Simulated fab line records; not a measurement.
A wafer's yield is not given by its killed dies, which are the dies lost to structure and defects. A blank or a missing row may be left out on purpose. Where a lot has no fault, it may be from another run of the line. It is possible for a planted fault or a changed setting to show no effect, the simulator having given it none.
Matching of chambers    flow n5Finfet    rieDiel-01 running N5_BEOL_M8_VIA_ETCH_34: 4 sister chambers
The step etches SiCOH lowk in C4F6/O2, target depth 125.5 nm, time 50.5 s. 20 wafers are shown with their chamber, then 10 later ones without.

## WAFERS WITH THEIR CHAMBER
wafer   chamber  showerheadPlenumPTorr (Torr)  drypumpMotorCurrentA (A)  rfVppV (V)
L076.2  2        3.00                          6.1                       676
L076.3  1        2.93                          5.9                       670
L076.5  0        3.00                          5.3                       685
L075.4  3        2.77                          5.7                       657
L075.5  0        2.99                          5.3                       683
L075.6  3        2.77                          5.7                       658
L077.4  1        2.92                          5.9                       668
L077.5  2        3.00                          6.1                       676
L077.6  1        2.92                          5.9                       669
L078.1  2        3.00                          6.0                       677
L078.3  1        2.92                          5.9                       669
L078.4  0        2.99                          5.2                       685
L083.2  3        2.77                          5.7                       658
L083.3  1        2.92                          5.9                       670
L083.6  3        2.77                          5.7                       660
L084.2  3        2.76                          5.7                       657
L084.3  2        2.99                          6.1                       675
L084.4  3        2.76                          5.7                       659
L089.3  2        2.99                          6.1                       677
L089.4  2        2.99                          6.1                       676

SIGNATURES, as means of the wafers listed above
reading                chamber 0  chamber 1  chamber 2  chamber 3  scatter within a chamber
showerheadPlenumPTorr  2.9933     2.9220     2.9950     2.7667     0.00518
drypumpMotorCurrentA   5.267      5.900      6.083      5.700      0.0306
rfVppV                 684.33     669.20     676.17     658.17     0.973
Rule: a wafer lies at a distance from a chamber equal to the root of the sum of squares, over the readings, of (its reading less the chamber's mean, divided by the reading's scatter). The wafer belongs to the nearest chamber; if the next one is less than 2 further off, it can't be placed. The scatter is the square root of a quotient: the sum, over the shown wafers, of each reading's squared deviation from its chamber's mean, divided by wafers minus chambers.

## WAFERS WHOSE CHAMBER IS MISSING
wafer   showerheadPlenumPTorr (Torr)  drypumpMotorCurrentA (A)  rfVppV (V)
L089.5  2.76                          5.7                       657
L086.4  2.76                          5.7                       658
L086.5  2.98                          5.3                       686
L086.6  2.76                          5.7                       658
L090.2  2.98                          5.3                       684
L090.3  2.92                          5.9                       670
L090.4  2.98                          6.1                       677
L091.1  2.98                          5.2                       685
L091.3  2.91                          5.9                       668
L091.6  2.76                          5.7                       659

## THE CHAMBER EACH PASSED THROUGH
wafer   from the rows above  in truth
L089.5  3                    3
L086.4  3                    3
L086.5  0                    0
L086.6  3                    3
L090.2  0                    0
L090.3  1                    1
L090.4  2                    2
L091.1  0                    0
L091.3  1                    1
L091.6  3                    3
Correct placement for 10 of the 10. Number that these rows cannot place: 0. Placed wrongly: 0.
